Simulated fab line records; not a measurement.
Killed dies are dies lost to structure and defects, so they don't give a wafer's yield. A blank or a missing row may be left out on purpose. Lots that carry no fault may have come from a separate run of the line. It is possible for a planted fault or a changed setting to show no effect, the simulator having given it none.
What tool caused it? | flow n5-finfet | 27 wafers from 9 lots sampled at 6 of the route's 1938 steps

WHAT EACH GAUGE READ, for each wafer
N5_BEOL_M4_RC_MEAS_101. Usual: DIBL_N 36.4 mV/V, standard deviation 1.7; DIBL_P 36.4 mV/V, standard deviation 2.1; IOFF_N 0.16 nA/um, standard deviation 0.035; IOFF_P 0.21 nA/um, standard deviation 0.035; ION_N 680 uA/um, standard deviation 11; ION_P 465 uA/um, standard deviation 6.8; SS_N 71.5 mV/dec, standard deviation 0.58; SS_P 73.2 mV/dec, standard deviation 0.72; VT_N 249 mV, standard deviation 3.6; VT_P -250 mV, standard deviation 3.1.
lot  | measured     | on        | DIBL_N (mV/V)  | DIBL_P (mV/V)  | IOFF_N (nA/um) | IOFF_P (nA/um) | ION_N (uA/um) | ION_P (uA/um) | SS_N (mV/dec)  | SS_P (mV/dec)  | VT_N (mV)   | VT_P (mV)      | flag
L289 | day 8 12:06  | prober-02 | 38.5 37.1 36.7 | 37.3 34.6 34.6 | 0.18 0.14 0.14 | 0.21 0.17 0.15 | 693 685 668   | 464 461 447   | 71.5 71.3 71.4 | 73.9 73.2 73.4 | 246 253 253 | -248 -254 -254 |
L290 | day 8 08:55  | prober-02 | 34.6 34.0 37.1 | 34.5 33.7 37.9 | 0.14 0.13 0.18 | 0.19 0.17 0.23 | 669 667 689   | 462 460 467   | 71.7 71.6 71.5 | 72.8 72.1 73.1 | 252 253 246 | -248 -253 -247 |
L292 | day 8 23:29  | prober-01 | 35.5 36.5 34.6 | 36.7 37.4 35.5 | 0.17 0.20 0.16 | 0.22 0.23 0.19 | 701 691 686   | 472 463 464   | 71.6 71.4 71.5 | 73.9 73.5 73.5 | 246 246 250 | -246 -246 -251 |
L303 | day 11 16:40 | prober-01 | 34.4 36.8 37.4 | 34.9 37.8 38.2 | 0.12 0.15 0.16 | 0.16 0.20 0.20 | 665 668 682   | 453 456 465   | 69.9 71.1 71.3 | 72.7 73.4 73.6 | 255 254 253 | -258 -252 -254 |
L305 | day 12 04:37 | prober-01 | 34.6 35.9 36.6 | 35.4 36.7 36.7 | 0.13 0.16 0.17 | 0.18 0.20 0.19 | 671 684 684   | 468 471 466   | 69.9 71.1 71.0 | 72.8 73.8 73.2 | 252 251 253 | -253 -252 -252 |
L307 | day 12 14:55 | prober-02 | 34.0 37.2 35.8 | 33.9 36.5 35.5 | 0.12 0.16 0.14 | 0.15 0.19 0.18 | 664 674 676   | 457 458 464   | 71.4 71.8 70.8 | 72.0 72.7 72.2 | 256 250 252 | -253 -252 -255 |
L309 | day 13 14:23 | prober-01 | 36.7 35.4 35.4 | 38.0 35.9 36.5 | 0.19 0.17 0.18 | 0.23 0.19 0.19 | 681 684 690   | 460 460 466   | 71.7 71.5 71.6 | 73.4 73.1 73.5 | 245 246 248 | -249 -253 -254 |
L311 | day 13 18:07 | prober-01 | 38.1 36.0 34.3 | 38.2 34.8 33.1 | 0.17 0.14 0.12 | 0.26 0.20 0.18 | 678 674 669   | 476 470 466   | 71.5 71.9 70.5 | 74.7 72.7 72.2 | 251 252 254 | -248 -250 -251 |
L312 | day 13 21:46 | prober-01 | 36.0 34.6 38.6 | 36.2 33.8 39.1 | 0.16 0.12 0.21 | 0.23 0.19 0.28 | 678 665 692   | 470 464 469   | 71.7 71.1 72.3 | 72.8 72.1 74.4 | 248 252 247 | -249 -251 -247 |

WHAT TOOL EACH LOT RAN ON (gives the tool, then ch and the chambers of the sampled wafers, and finally the start)
lot  | N5_BEOL_M0_DEGAS_112         | N5_BEOL_M0_PRE_CLEAN_131         | N5_BEOL_M0_CO_CAP_123            | N5_BEOL_M1_PECVD_72             | N5_BEOL_M1_CMP_52
L289 | pvd-sputter-01, day 5 17:57  | cvd-co-01 ch 0,1,2, day 5 21:32  | cvd-co-01 ch 0,1,2, day 5 21:34  | pecvd-04 ch 0,2, day 5 21:55    | cmp-04 ch 0,2, day 6 15:31
L290 | pvd-sputter-02, day 6 05:38  | cvd-co-01 ch 0,1,2, day 6 08:54  | cvd-co-01 ch 0,1,2, day 6 08:56  | pecvd-03 ch 0,1,2, day 6 09:17  | cmp-02 ch 0,2,3, day 6 16:29
L292 | pvd-sputter-03, day 6 17:41  | cvd-co-01 ch 0,2, day 6 19:38    | cvd-co-01 ch 0,2, day 6 19:41    | pecvd-04 ch 1,2, day 6 20:02    | cmp-04 ch 0,1,3, day 7 04:50
L303 | pvd-sputter-02, day 9 10:02  | cvd-co-01 ch 1,2, day 9 11:58    | cvd-co-01 ch 1,2, day 9 12:00    | pecvd-04 ch 0,1, day 9 12:23    | cmp-01 ch 2,3, day 9 20:01
L305 | pvd-sputter-02, day 9 17:39  | cvd-co-01 ch 0,1,2, day 9 19:30  | cvd-co-01 ch 0,1,2, day 9 19:32  | pecvd-04 ch 0,1, day 9 19:55    | cmp-01 ch 0,2,3, day 10 05:44
L307 | pvd-sputter-01, day 10 06:32 | cvd-co-01 ch 0,1,2, day 10 10:03 | cvd-co-01 ch 0,1,2, day 10 10:05 | pecvd-03 ch 0,1,2, day 10 10:28 | cmp-02 ch 0,1,2, day 10 23:41
L309 | pvd-sputter-03, day 11 02:14 | cvd-co-01 ch 0,1, day 11 04:00   | cvd-co-01 ch 0,1, day 11 04:02   | pecvd-01 ch 0,1,2, day 11 04:23 | cmp-02 ch 0,2, day 11 13:14
L311 | pvd-sputter-02, day 11 12:34 | cvd-co-01 ch 0,1, day 11 14:15   | cvd-co-01 ch 0,1, day 11 14:17   | pecvd-01 ch 0,1,2, day 11 14:40 | cmp-04 ch 0,1,3, day 12 00:35
L312 | pvd-sputter-01, day 11 15:38 | cvd-co-01 ch 1,2, day 11 20:10   | cvd-co-01 ch 1,2, day 11 20:12   | pecvd-03 ch 0,1,2, day 11 20:33 | cmp-04 ch 0,2,3, day 12 06:54
- N5_BEOL_M0_DEGAS_112: time 60 s.
- N5_BEOL_M0_PRE_CLEAN_131: time 15 s.
- N5_BEOL_M0_CO_CAP_123: material Co, precursor CCTBA/H2, target thk 2 nm, time 102.1 s.
- N5_BEOL_M1_PECVD_72: deposits SiO2 from TEOS/O2, target thk 16 nm, time 18 s.
- N5_BEOL_M1_CMP_52: polishes, stops on SiOC, t overpolish 6.8 s, target thk 40 nm.

AS READ BY THE TOOLS THEMSELVES (means over the sampled wafers that have a number; for cases with no such wafer, the mark the record gives instead)
N5_BEOL_M0_DEGAS_112. Usual: heater-power-w reads 338 W (standard deviation 34).
lot  | tool           | heater-power-w (W) | flag
L289 | pvd-sputter-01 | 347                |
L290 | pvd-sputter-02 | 367                |
L292 | pvd-sputter-03 | 304                |
L303 | pvd-sputter-02 | 385                |
L305 | pvd-sputter-02 | 362                |
L307 | pvd-sputter-01 | 332                |
L309 | pvd-sputter-03 | 345                |
L311 | pvd-sputter-02 | 349                |
L312 | pvd-sputter-01 | 321                |

N5_BEOL_M0_PRE_CLEAN_131. Usual: heater-power-w reads 83 W (standard deviation 9.4).
lot  | tool      | heater-power-w (W) | flag
L289 | cvd-co-01 | 83                 |
L290 | cvd-co-01 | 81                 |
L292 | cvd-co-01 | 85                 |
L303 | cvd-co-01 | 91                 |
L305 | cvd-co-01 | 83                 |
L307 | cvd-co-01 | 81                 |
L309 | cvd-co-01 | 74                 |
L311 | cvd-co-01 | 75                 |
L312 | cvd-co-01 | 90                 |

N5_BEOL_M0_CO_CAP_123. Usual: heater-power-w reads 233 W (standard deviation 12).
lot  | tool      | heater-power-w (W) | flag
L289 | cvd-co-01 | 227                |
L290 | cvd-co-01 | 235                |
L292 | cvd-co-01 | 237                |
L303 | cvd-co-01 | 242                |
L305 | cvd-co-01 | 237                |
L307 | cvd-co-01 | 235                |
L309 | cvd-co-01 | 222                |
L311 | cvd-co-01 | 227                |
L312 | cvd-co-01 | 242                |

N5_BEOL_M1_PECVD_72. Usual: heater-power-w 751 W, standard deviation 99; showerhead-plenum-p-Torr 8.78 Torr, standard deviation 0.057; susceptor-temp-C 399.99 C, standard deviation 0.21; throttle-valve-pct 21.9 %, standard deviation 0.56.
lot  | tool     | heater-power-w (W) | showerhead-plenum-p-Torr (Torr) | susceptor-temp-C (C) | throttle-valve-pct (%) | flag
L289 | pecvd-04 | 805                | 8.77                            | 399.97               | 21.8                   |
L290 | pecvd-03 | 732                | 8.79                            | 400.22               | 22.0                   |
L292 | pecvd-04 | 781                | 8.78                            | 400.06               | 21.6                   |
L303 | pecvd-04 | 475                | 8.80                            | 350.97               | 21.8                   | OFF
L305 | pecvd-04 | 554                | 8.82                            | 350.90               | 21.7                   | OFF
L307 | pecvd-03 | 696                | 8.81                            | 399.99               | 22.0                   |
L309 | pecvd-01 | 698                | 8.77                            | 399.95               | 22.3                   |
L311 | pecvd-01 | 721                | 8.78                            | 400.01               | 22.3                   |
L312 | pecvd-03 | 706                | 8.79                            | 400.12               | 21.9                   |

N5_BEOL_M1_CMP_52. Usual: barrier-field-endpoint-s 24.6 s, standard deviation 0.57; motor-current-A 6.1 A, standard deviation 0.57; retaining-ring-pressure-frac 1.000, standard deviation 0.0059.
lot  | tool   | barrier-field-endpoint-s (s) | motor-current-A (A) | retaining-ring-pressure-frac | flag
L289 | cmp-04 | 24.0                         | 6.1                 | 1.001                        |
L290 | cmp-02 | 23.7                         | 6.1                 | 0.996                        |
L292 | cmp-04 | 24.2                         | 6.1                 | 1.000                        |
L303 | cmp-01 | 30.7                         | 5.9                 | 1.001                        | OFF
L305 | cmp-01 | 30.3                         | 6.4                 | 1.003                        | OFF
L307 | cmp-02 | 24.6                         | 6.8                 | 1.002                        |
L309 | cmp-02 | 24.5                         | 6.9                 | 0.992                        |
L311 | cmp-04 | 24.7                         | 6.0                 | 1.004                        |
L312 | cmp-04 | 24.7                         | 6.0                 | 0.995                        |

THE ANSWER, worked out from the rows above alone
Rule: take the mean of a lot's wafers that have a number; if it is more than 3 standard deviations from the usual mean, the lot is off. Also off: a lot with no number at a reading for which 4 or more lots have one. All remaining lots with rows at the step are treated as sound. The gauges are gone through in route order, then the tools' own readings, and for those a lot's mean is taken as printed above. At the first step where some lot is off, the reading lying furthest off is the one used; lots without a number count as furthest.
Off, at N5_BEOL_M1_PECVD_72 on susceptor-temp-C: L303, L305.
If a tool, at that step or one of the process steps before it, ran each lot that is off and ran no sound lot following the first of them, it fits. One fits: N5_BEOL_M1_PECVD_72 on pecvd-04. Its last sound lot is L292 (day 6 20:02), its first lot that is off L303 (day 9 12:23): a fault that began between those two fits.
The tool's own readings at N5_BEOL_M1_PECVD_72 bear it out: on the lots that are off they differ by more than 5 times the standard deviation of the sound lots' means. heater-power-w reads 514 W there against 734 W on the sound lots; susceptor-temp-C reads 350.94 C there against 400.05 C on the sound lots.

WHAT HAD BEEN PUT IN BY THE SIMULATOR
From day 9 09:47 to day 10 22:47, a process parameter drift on pecvd-04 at N5_BEOL_M1_PECVD_72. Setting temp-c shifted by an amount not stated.
Struck lots among those shown: L303, L305. The rule above reached the same finding.
